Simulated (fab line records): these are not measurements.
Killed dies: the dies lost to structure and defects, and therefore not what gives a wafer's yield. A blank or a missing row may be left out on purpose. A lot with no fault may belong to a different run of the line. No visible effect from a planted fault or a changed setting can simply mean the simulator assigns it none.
What tool caused it? -- flow nand harc -- 30 wafers from 10 lots sampled at 5 of the route's 1159 steps

== WHAT THE GAUGES READ, wafer by wafer ==
NHARC_END_SORT_01. Usual: killed at array 29, standard deviation 11; killed at other 0.7, standard deviation 1.1; killed at periphery 3.1, standard deviation 2; killed dies 33, standard deviation 11; killed open 3.5, standard deviation 1.8; killed short 2.0, standard deviation 1.4.
lot,measured,on,killed at array,killed at other,killed at periphery,killed dies,killed open,killed short,flag
L958,day 23 19:23,prober-01,673 671 672,0 0 0,4 6 5,677 677 677,2 5 1,1 1 2,OFF
L959,day 24 04:03,prober-01,672 676 671,0 0 4,5 1 2,677 677 677,2 3 3,2 2 2,OFF
L960,day 24 09:32,prober-02,673 677 674,2 0 1,2 0 2,677 677 677,5 1 1,3 1 1,OFF

== WHICH TOOL RAN EACH LOT (tool, then ch and the chambers of the sampled wafers, then the start) ==
lot,NHARC_A_STAIRCASE_DESCUM_252,NHARC_A_STAIRCASE_DESCUM_312,NHARC_A_STAIRCASE_HM_OPEN_463,NHARC_A_STAIRCASE_ETCH_315
L942,"rie diel-11 ch 0,1, day 11 12:54","rie diel-05 ch 1,2, day 11 22:13","rie diel-05 ch 1,2, day 11 22:39","rie diel-05 ch 0,1, no start"
L947,"rie diel-02 ch 0,1, day 12 11:10","rie diel-05 ch 0,1,3, day 12 23:22","rie diel-05 ch 1,2,3, day 12 23:34","rie diel-05 ch 1,2,3, no start"
L950,"rie diel-02 ch 0,2,3, day 13 10:18","rie diel-02 ch 1,2, day 13 22:51","rie diel-02 ch 0,2,3, day 13 23:05","rie diel-02 ch 0,2,3, no start"
L952,"rie diel-11 ch 0,1,3, day 14 01:14","rie diel-02 ch 0,1,3, day 14 10:31","rie diel-02 ch 1,2,3, day 14 10:50","rie diel-02 ch 0,1,3, no start"
L957,"rie diel-02 ch 0,1,2, day 15 02:04","rie diel-02 ch 0,1,2, day 15 12:58","rie diel-02 ch 0,1, day 15 13:10","rie diel-02 ch 0,1, no start"
L958,"rie diel-05 ch 1,2, day 15 13:50","rie diel-02 ch 0,1, day 16 01:25","rie diel-02 ch 0,1, day 16 01:38","rie diel-02 ch 1,2,3, day 23 19:23 or earlier"
L959,"rie diel-11 ch 0,2, day 15 14:10","rie diel-02 ch 0,2, day 16 04:42","rie diel-02 ch 1,2, day 16 05:04","rie diel-02 ch 1,3, day 24 04:03 or earlier"
L960,"rie diel-05 ch 0,1,3, day 15 14:19","rie diel-02 ch 0,2,3, day 16 03:25","rie diel-02 ch 0,2,3, day 16 03:38","rie diel-02 ch 1,2,3, day 24 09:32 or earlier"
L961,"rie diel-02 ch 0,3, day 15 22:01","rie diel-02 ch 1,2,3, day 16 12:54","rie diel-02 ch 2,3, day 16 13:06","rie diel-02 ch 0,1, no start"
L965,"rie diel-05 ch 0,1, day 17 10:58","rie diel-02 ch 0,1, day 17 22:39","rie diel-02 ch 0,3, day 17 22:51","rie diel-02 ch 0,1,3, no start"
- NHARC_A_STAIRCASE_DESCUM_252: chemistry O2, time 3 s.
- NHARC_A_STAIRCASE_DESCUM_312: chemistry O2, time 3 s.
- NHARC_A_STAIRCASE_HM_OPEN_463: chemistry O2/COS.
- NHARC_A_STAIRCASE_ETCH_315: etches the open film in C4F8/O2/Ar, target depth 2500 nm, time 607.1 s.

== AS READ BY THE TOOLS THEMSELVES (means over the sampled wafers that have a number; for cases with no such wafer, the mark the record gives instead) ==
NHARC_A_STAIRCASE_DESCUM_252. Usual: chamber pressure mTorr 60.00 mTorr, standard deviation 0.057; drypump motor current A 5.67 A, standard deviation 0.3; mfc ar sccm 0.013 sccm, standard deviation 0.012; o2 flow sccm 200.1 sccm, standard deviation 0.63; oes product au 1.003 a.u., standard deviation 0.01; rf vpp V 57.7 V, standard deviation 0.86; showerhead plenum p Torr 1.87 Torr, standard deviation 0.08; throttle valve pct 11.311 %, standard deviation 0.0092.
lot,tool,chamber pressure mTorr (mTorr),drypump motor current A (A),mfc ar sccm (sccm),o2 flow sccm (sccm),oes product au (a.u.),rf vpp V (V),showerhead plenum p Torr (Torr),throttle valve pct (%),flag
L942,rie diel-11,60.01,5.79,0.007,200.1,0.998,57.1,1.81,11.316,
L947,rie diel-02,60.03,5.40,0.025,200.2,1.004,57.4,1.81,11.307,
L950,rie diel-02,60.00,5.54,0.015,200.3,1.016,56.9,1.83,11.312,
L952,rie diel-11,60.01,5.70,0.003,200.1,1.000,57.1,1.87,11.306,
L957,rie diel-02,59.99,5.64,0.015,200.7,1.006,57.4,1.92,11.313,
L958,rie diel-05,60.04,5.63,0.023,200.5,1.000,58.7,1.95,11.310,
L959,rie diel-11,60.01,6.00,0.007,200.3,0.996,57.3,1.81,11.316,
L960,rie diel-05,60.01,5.62,0.021,199.8,1.006,58.5,1.92,11.315,
L961,rie diel-02,60.01,5.28,0.026,200.7,1.011,59.0,2.02,11.304,
L965,rie diel-05,60.03,5.63,0.011,199.4,1.009,57.3,1.86,11.310,

NHARC_A_STAIRCASE_DESCUM_312. Usual: chamber pressure mTorr 60.00 mTorr, standard deviation 0.051; drypump motor current A 5.66 A, standard deviation 0.29; mfc ar sccm 0.013 sccm, standard deviation 0.012; o2 flow sccm 200.0 sccm, standard deviation 0.6; oes product au 1.004 a.u., standard deviation 0.01; rf vpp V 57.6 V, standard deviation 0.84; showerhead plenum p Torr 1.89 Torr, standard deviation 0.09; throttle valve pct 11.310 %, standard deviation 0.0098.
lot,tool,chamber pressure mTorr (mTorr),drypump motor current A (A),mfc ar sccm (sccm),o2 flow sccm (sccm),oes product au (a.u.),rf vpp V (V),showerhead plenum p Torr (Torr),throttle valve pct (%),flag
L942,rie diel-05,59.97,5.63,0.023,199.6,1.007,57.9,1.95,11.299,
L947,rie diel-05,60.03,5.61,0.021,200.2,1.003,57.4,1.93,11.311,
L950,rie diel-02,59.99,5.88,0.004,199.9,1.017,57.2,1.82,11.308,
L952,rie diel-02,60.05,5.60,0.019,199.4,1.007,57.0,1.86,11.309,
L957,rie diel-02,59.96,5.63,0.015,200.0,1.006,57.7,1.91,11.311,
L958,rie diel-02,60.00,5.40,0.025,200.1,1.018,58.6,2.01,11.310,
L959,rie diel-02,60.05,5.35,0.021,199.9,1.016,57.8,1.98,11.318,
L960,rie diel-02,59.97,5.54,0.015,200.8,1.004,57.7,1.93,11.303,
L961,rie diel-02,60.08,5.83,0.009,200.0,1.009,57.2,1.86,11.323,
L965,rie diel-02,60.00,5.40,0.025,200.7,1.010,57.1,2.01,11.305,

NHARC_A_STAIRCASE_HM_OPEN_463. Usual: bias w 300.0 W, standard deviation 1; chamber pressure mTorr 19.999 mTorr, standard deviation 0.019; drypump motor current A 5.6 A, standard deviation 0.31; mfc ar sccm 0.014 sccm, standard deviation 0.013; o2 flow sccm 399.7 sccm, standard deviation 1.2; oes product au 1.004 a.u., standard deviation 0.011; rf fwd power W 499.0 W, standard deviation 1.3; rf vpp V 467 V, standard deviation 3; showerhead plenum p Torr 3.10 Torr, standard deviation 0.14; throttle valve pct 28.330 %, standard deviation 0.009.
lot,tool,bias w (W),chamber pressure mTorr (mTorr),drypump motor current A (A),mfc ar sccm (sccm),o2 flow sccm (sccm),oes product au (a.u.),rf fwd power W (W),rf vpp V (V),showerhead plenum p Torr (Torr),throttle valve pct (%),flag
L942,rie diel-05,300.9,20.003,5.6,0.011,398.8,0.992,499.0,468,3.18,28.333,
L947,rie diel-05,299.9,20.002,5.6,0.021,399.1,1.003,499.3,469,3.20,28.333,
L950,rie diel-02,299.5,20.007,5.5,0.015,400.1,1.013,498.4,465,2.99,28.324,
L952,rie diel-02,300.1,20.003,5.8,0.009,399.1,1.020,497.8,466,3.05,28.338,
L957,rie diel-02,300.6,19.982,5.4,0.025,398.9,1.019,499.1,470,3.27,28.328,
L958,rie diel-02,-,-,-,-,-,-,-,-,-,-,OFF
L959,rie diel-02,-,-,-,-,-,-,-,-,-,-,OFF
L960,rie diel-02,-,-,-,-,-,-,-,-,-,-,OFF
L961,rie diel-02,300.4,19.980,5.7,0.009,398.8,1.004,498.6,466,3.07,28.330,
L965,rie diel-02,300.6,19.984,5.5,0.020,400.4,1.010,498.6,469,3.21,28.327,

NHARC_A_STAIRCASE_ETCH_315. Usual: chamber pressure mTorr 25.001 mTorr, standard deviation 0.023; oes product au 0.934 a.u., standard deviation 0.011; rf fwd power W 599.1 W, standard deviation 1.8; rf vpp V 1824 V, standard deviation 12.
lot,tool,chamber pressure mTorr (mTorr),oes product au (a.u.),rf fwd power W (W),rf vpp V (V),flag
L942,rie diel-05,25.006,0.915,599.0,1822,
L947,rie diel-05,24.993,0.935,598.9,1834,
L950,rie diel-02,24.993,0.938,598.8,1816,
L952,rie diel-02,25.035,0.936,599.8,1819,
L957,rie diel-02,25.011,0.938,597.1,1839,
L958,rie diel-02,24.991,0.934,600.3,1820,
L959,rie diel-02,24.994,0.930,599.3,1826,
L960,rie diel-02,24.989,0.941,599.0,1821,
L961,rie diel-02,24.993,0.938,598.4,1830,
L965,rie diel-02,25.006,0.934,599.5,1832,

== THE ANSWER, worked out from the rows above alone ==
Rule: a lot counts as off when the mean over its wafers that have a number is more than 3 standard deviations away from the usual mean. A lot without any number at a reading at which 4 lots or more have one is off too. All remaining lots with rows at the step are treated as sound. Order of review: gauges by route order, followed by the tools' own readings, for which a lot's mean as printed above is used. The first step at which some lot is off is used, and at that step the reading that is off furthest; a lot without a number counts as furthest.
Off: L958, L959, L960, at NHARC_END_SORT_01 (killed at array). Neither off nor sound, because the step has no rows for them: L942, L947, L950, L952, L957, L961, L965.
If a tool, at a process step before that reading, ran all the lots that are off and no sound lot after the first of them, it fits. Not tried: the gauges at NHARC_END_SORT_01; whatever is off there is also off at NHARC_A_STAIRCASE_HM_OPEN_463, on other tools, and gauge error can't account for it. NHARC_A_STAIRCASE_ETCH_315 gives no start for some lots, so the hours and the order of its lots are those of NHARC_END_SORT_01. One fits: NHARC_A_STAIRCASE_DESCUM_312 and NHARC_A_STAIRCASE_HM_OPEN_463 and NHARC_A_STAIRCASE_ETCH_315 on rie diel-02. It ran no sound lot before its first lot that is off in this sample, so the start can't be narrowed down.

== WHAT HAD BEEN PUT IN BY THE SIMULATOR ==
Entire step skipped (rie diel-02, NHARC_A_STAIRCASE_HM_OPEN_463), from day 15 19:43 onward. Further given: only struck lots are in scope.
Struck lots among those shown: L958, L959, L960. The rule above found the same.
